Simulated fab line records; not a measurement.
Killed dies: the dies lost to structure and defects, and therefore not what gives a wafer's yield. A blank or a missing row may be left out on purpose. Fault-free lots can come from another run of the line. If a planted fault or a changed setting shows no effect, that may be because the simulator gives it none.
Matching of chambers / flow n5_finfet / N5_BEOL_M15_ETCH_59 on rie_diel-02: 4 sister chambers
The step etches BARC in N2/H2, target depth 89 nm, overetch 26.7 nm, time 67.9 s. 8 wafers are shown with their chamber, then 8 later ones without.

== WAFERS, EACH WITH ITS CHAMBER ==
wafer=L085.5; chamber=1; throttle_valve_pct (%)=17.56; showerhead_plenum_p_Torr (Torr)=2.59
wafer=L087.2; chamber=0; throttle_valve_pct (%)=17.73; showerhead_plenum_p_Torr (Torr)=2.72
wafer=L087.3; chamber=2; throttle_valve_pct (%)=17.66; showerhead_plenum_p_Torr (Torr)=2.51
wafer=L087.5; chamber=2; throttle_valve_pct (%)=17.67; showerhead_plenum_p_Torr (Torr)=2.51
wafer=L086.1; chamber=1; throttle_valve_pct (%)=17.58; showerhead_plenum_p_Torr (Torr)=2.58
wafer=L086.3; chamber=0; throttle_valve_pct (%)=17.74; showerhead_plenum_p_Torr (Torr)=2.72
wafer=L086.4; chamber=3; throttle_valve_pct (%)=18.33; showerhead_plenum_p_Torr (Torr)=2.63
wafer=L089.1; chamber=3; throttle_valve_pct (%)=18.30; showerhead_plenum_p_Torr (Torr)=2.63

== WAFERS WHOSE CHAMBER IS MISSING ==
wafer=L089.5; throttle_valve_pct (%)=17.73; showerhead_plenum_p_Torr (Torr)=2.72
wafer=L089.6; throttle_valve_pct (%)=18.31; showerhead_plenum_p_Torr (Torr)=2.63
wafer=L094.1; throttle_valve_pct (%)=17.70; showerhead_plenum_p_Torr (Torr)=2.50
wafer=L094.5; throttle_valve_pct (%)=17.71; showerhead_plenum_p_Torr (Torr)=2.50
wafer=L094.6; throttle_valve_pct (%)=17.60; showerhead_plenum_p_Torr (Torr)=2.58
wafer=L096.1; throttle_valve_pct (%)=17.70; showerhead_plenum_p_Torr (Torr)=2.50
wafer=L096.5; throttle_valve_pct (%)=17.61; showerhead_plenum_p_Torr (Torr)=2.57
wafer=L096.6; throttle_valve_pct (%)=17.69; showerhead_plenum_p_Torr (Torr)=2.50

== WHICH CHAMBER EACH WENT THROUGH ==
wafer=L089.5; from the rows above=0; in truth=0
wafer=L089.6; from the rows above=3; in truth=3
wafer=L094.1; from the rows above=2; in truth=2
wafer=L094.5; from the rows above=2; in truth=2
wafer=L094.6; from the rows above=1; in truth=1
wafer=L096.1; from the rows above=2; in truth=2
wafer=L096.5; from the rows above=1; in truth=1
wafer=L096.6; from the rows above=2; in truth=2
Correctly placed: 8 of 8. Can't be placed from these rows: 0. 0 placed wrongly.
How it was worked out, from the rows above alone: a wafer's distance from a chamber is the root of the sum, over the readings, of the square of ((its reading less the chamber's mean) divided by the reading's scatter). The wafer belongs to the nearest chamber; if the next one is less than 2 further off, it can't be placed. For every chamber, the mean is computed from those of its wafers that are shown. How the scatter is found: for the shown wafers, subtract from each reading the mean of its chamber, square and add these, divide the total by (wafers less chambers), then take the root.
